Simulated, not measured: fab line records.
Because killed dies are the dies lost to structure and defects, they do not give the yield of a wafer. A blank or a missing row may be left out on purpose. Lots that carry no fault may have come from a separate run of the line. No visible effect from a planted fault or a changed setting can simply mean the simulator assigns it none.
Chamber matching	flow nand_harc	3 sister chambers for NHARC_A_ONON_D1_DEP_33 on pecvd-03
The step deposits SiO2, target thk 200 nm. 6 wafers are shown with their chamber, then 8 later ones without.

== EACH WAFER AND ITS CHAMBER ==
wafer	chamber	throttle_valve_pct (%)	heater_power_w (W)
L880.1	1	16.1	604
L878.3	2	15.8	631
L883.1	0	16.6	602
L883.3	2	16.0	682
L883.4	1	16.3	650
L887.3	0	16.6	622

== WAFERS WITHOUT THEIR CHAMBER ==
wafer	throttle_valve_pct (%)	heater_power_w (W)
L887.5	16.2	623
L887.6	16.0	675
L884.3	16.1	656
L884.4	16.0	596
L884.6	16.4	505
L895.1	16.0	678
L895.2	16.3	584
L895.5	16.2	591

== CHAMBER TAKEN BY EACH ==
wafer	from the rows above	in truth
L887.5	1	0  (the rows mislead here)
L887.6	can't be placed: 2 or 1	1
L884.3	can't be placed: 1 or 2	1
L884.4	can't be placed: 1 or 2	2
L884.6	can't be placed: 0 or 1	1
L895.1	can't be placed: 2 or 1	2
L895.2	can't be placed: 1 or 0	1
L895.5	1	1
Correct placement for 1 of the 8. Cannot be placed on the basis of these rows: 6; the candidates contain the true chamber in 6. 1 placed wrongly.
How it was worked out, from the rows above alone: a wafer's distance from a chamber is the root of the sum, over the readings, of the square of ((its reading less the chamber's mean) divided by the reading's scatter). The wafer belongs to the nearest chamber; if the next one is less than 2 further off, it can't be placed. The mean given for a chamber averages the wafers shown for that chamber. The scatter is the square root of a quotient: the sum, over the shown wafers, of each reading's squared deviation from its chamber's mean, divided by wafers minus chambers.
